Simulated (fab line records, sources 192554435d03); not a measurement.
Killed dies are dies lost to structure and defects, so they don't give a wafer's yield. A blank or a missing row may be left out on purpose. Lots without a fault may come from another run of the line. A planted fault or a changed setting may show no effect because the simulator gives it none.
Split-lot experiment | flow n5_finfet | 7 lots, 39 wafers read, on a route of 1938 steps

THE SPLIT
At N5_BEOL_M0_DEP_125 (deposits SiCN from 3MS/NH3, target thk 8 nm, time 14 s), the setting target_thk_a was moved away from the recipe's 80 angstrom on 18 of the 39 wafers read, by -45.4% to +55.7%. The other wafers ran this setting at the recipe's value.

The reading is taken at the split's own step.

THE READING
SiCN_of_BEOL_M0_DEP_125.thk_nm (the simulator's own value, which no gauge read), in nm, at N5_BEOL_M0_DEP_125 (deposits SiCN from 3MS/NH3, target thk 8 nm, time 14 s). The file gives no usual value for it. The 21 wafers here that ran the recipe average 8.0 nm, standard deviation 0.21 nm.

wafer  | tool, chamber at the split | target_thk_a as run, angstrom | against the recipe | SiCN_of_BEOL_M0_DEP_125.thk_nm, nm | against lot-mates on the recipe
L076.1 | pecvd-01, 1                | 116.4                         | +45.5%             | 11.8                               | +4.1
L076.2 | pecvd-01, 0                | 116.4                         | +45.5%             | 11.4                               | +3.7
L076.3 | pecvd-01, 2                | 80                            | recipe             | 7.6                                | -
L076.4 | pecvd-01, 2,0              | 80                            | recipe             | 7.8                                | -
L076.6 | pecvd-01, 2,0              | 80                            | recipe             | 7.8                                | -
L076.5 | pecvd-01, 1                | 116.4                         | +45.5%             | 12                                 | +4.3
L077.1 | pecvd-04, 0,1              | 92.24                         | +15.3%             | 9.6                                | +1.4
L077.5 | pecvd-04, 0,1              | 92.24                         | +15.3%             | 9.6                                | +1.4
L077.2 | pecvd-04, 2,1,2            | 80                            | recipe             | 8.2                                | -
L077.3 | pecvd-04, 2,1,2            | 80                            | recipe             | 8.2                                | -
L077.6 | pecvd-04, 2,1,2            | 80                            | recipe             | 8.2                                | -
L077.4 | pecvd-04, 0                | 92.24                         | +15.3%             | 9.8                                | +1.6
L079.1 | pecvd-01, 0                | 80                            | recipe             | 8                                  | -
L079.5 | pecvd-01, 0                | 80                            | recipe             | 8                                  | -
L079.2 | pecvd-01, 2                | 43.65                         | -45.4%             | 4.2                                | -3.9
L079.4 | pecvd-01, 2                | 43.65                         | -45.4%             | 4.2                                | -3.9
L079.3 | pecvd-01, 1                | 43.65                         | -45.4%             | 4.4                                | -3.7
L079.6 | pecvd-01, 1                | 80                            | recipe             | 8.4                                | -
L080.1 | pecvd-01, 1,0              | 62.74                         | -21.6%             | 6.4                                | -1.3
L080.4 | pecvd-01, 1,0              | 62.74                         | -21.6%             | 6.4                                | -1.3
L080.2 | pecvd-01, 0                | 80                            | recipe             | 7.6                                | -
L080.3 | pecvd-01, 2                | 80                            | recipe             | 7.8                                | -
L080.6 | pecvd-01, 2                | 80                            | recipe             | 7.8                                | -
L080.5 | pecvd-01, 1                | 62.74                         | -21.6%             | 6.6                                | -1.1
L085.1 | pecvd-03, 1,0              | 106.4                         | +33.0%             | 10.8                               | +2.7
L085.5 | pecvd-03, 1,0              | 106.4                         | +33.0%             | 10.8                               | +2.7
L085.2 | pecvd-03, 2,0              | 80                            | recipe             | 8                                  | -
L085.3 | pecvd-03, 2,0              | 80                            | recipe             | 8                                  | -
L085.4 | pecvd-03, 2                | 106.4                         | +33.0%             | 10.6                               | +2.5
L085.6 | pecvd-03, 1                | 80                            | recipe             | 8.2                                | -
L086.1 | pecvd-01, 0,2              | 80                            | recipe             | 8                                  | -
L086.3 | pecvd-01, 0,2              | 80                            | recipe             | 8                                  | -
L086.2 | pecvd-01, 1,2              | 124.6                         | +55.7%             | 12.6                               | +4.5
L086.5 | pecvd-01, 1,2              | 124.6                         | +55.7%             | 12.6                               | +4.5
L086.4 | pecvd-01, 1                | 80                            | recipe             | 8.2                                | -
L086.6 | pecvd-01, 0                | 124.6                         | +55.7%             | 12.4                               | +4.3
L094.2 | pecvd-01, 1                | 80                            | recipe             | 8.2                                | -
L094.4 | pecvd-01, 1                | 80                            | recipe             | 8.2                                | -
L094.5 | pecvd-01, 2                | 80                            | recipe             | 8                                  | -
Where a row lists several chambers, the file gives one row for several wafers and doesn't say which wafer went through which chamber.

THE FIT
A straight line over all 39 wafers: SiCN_of_BEOL_M0_DEP_125.thk_nm changes by +0.0815 nm for each +1% of target_thk_a; r = +0.99; the points scatter about the line by 0.22 nm.
The same after taking each lot's own level away (the mean of its wafers on the recipe; 39 wafers): +0.0819 nm for each +1%; r = +1.00; scatter 0.21 nm.
On that fit, the largest move of target_thk_a shifts the reading by 4.6 nm.
The lots' own levels span 7.73 to 8.20 nm, that is 2.2 times the standard deviation above.
So the lot-to-lot level changes the slope little: the two slopes agree.
Check: with one of the wafers moved furthest among these (+55.7%) left out of the fit, the line predicts +4.63 nm for it against its lot-mates. It came out at +4.53 nm against them.

OTHER SPLITS ON THESE WAFERS
These wafers also went through other splits before the reading. Each is held against what the fit with the lots' levels taken away leaves over:
other split on the same wafers          | wafers away from the commonest value | r with SiCN_of_BEOL_M0_DEP_125.thk_nm (lot level and that fit taken away)
N5_ZERO_LAYER_DEVELOP_10 develop_time_s | 15                                   | +0.11
N5_FIN_SAQP_PECVD_06 time_s             | 15                                   | +0.01
N5_GATE_CUT_ALD_22 ald_cycles           | 9                                    | +0.37

THE FILE'S OWN FIT
SiCN_of_BEOL_M0_DEP_125.thk_nm changes by +0.0824 nm for each +1% of target_thk_a, r = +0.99.
